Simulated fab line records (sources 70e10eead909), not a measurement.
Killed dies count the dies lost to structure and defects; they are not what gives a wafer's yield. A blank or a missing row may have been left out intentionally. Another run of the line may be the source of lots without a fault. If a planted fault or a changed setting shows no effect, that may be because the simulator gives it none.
Chamber matching ; flow nand harc ; rie diel-04 running NHARC_A_BLC_STRIP_29: 4 sister chambers
The step strips in CF4. 14 wafers are shown with their chamber, then 7 later ones without.

## EACH WAFER AND ITS CHAMBER
wafer;chamber;showerhead plenum p Torr (Torr);oes product au (a.u.);throttle valve pct (%)
L170.1;3;1.74;1.014;13.293
L170.3;1;1.87;0.993;13.301
L170.6;3;1.74;1.013;13.289
L173.2;1;1.87;1.001;13.281
L173.5;2;1.89;0.989;13.276
L173.6;1;1.87;1.007;13.288
L186.2;2;1.89;1.009;13.286
L186.3;1;1.86;0.993;13.275
L186.4;3;1.74;1.003;13.295
L184.2;3;1.74;1.016;13.292
L184.3;0;1.88;1.011;13.296
L184.4;2;1.89;1.005;13.282
L185.1;3;1.74;1.016;13.278
L185.2;0;1.88;1.020;13.285

SIGNATURES (means of the wafers above)
reading;chamber 0;chamber 1;chamber 2;chamber 3;scatter within a chamber
showerhead plenum p Torr;1.8800;1.8675;1.8900;1.7400;0.00274
oes product au;1.01550;0.99850;1.00100;1.01240;0.00722
throttle valve pct;13.29050;13.28625;13.28133;13.28940;0.00817
Rule: a wafer lies at a distance from a chamber equal to the root of the sum of squares, over the readings, of (its reading less the chamber's mean, divided by the reading's scatter). If the next closest chamber is less than 2 further off than the closest, the wafer can't be placed; otherwise it belongs to the closest. The scatter: the root of (the sum of the squares of (reading less its chamber's mean) over the shown wafers, divided by (wafers less chambers)).

## WAFERS MISSING THEIR CHAMBER
wafer;showerhead plenum p Torr (Torr);oes product au (a.u.);throttle valve pct (%)
L185.5;1.89;1.006;13.296
L190.1;1.74;1.008;13.299
L190.4;1.86;1.011;13.283
L190.5;1.86;1.001;13.276
L192.2;1.88;1.007;13.287
L192.3;1.89;1.012;13.295
L192.5;1.74;1.018;13.282

## EACH ONE'S CHAMBER
wafer;from the rows above;in truth
L185.5;2;2
L190.1;3;3
L190.4;1;1
L190.5;1;1
L192.2;0;0
L192.3;can't be placed: 2 or 0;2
L192.5;3;3
Correctly placed: 6 of 7. From these rows, 1 cannot be placed; in 1 the true chamber is one of the candidates. Number placed wrongly: 0.
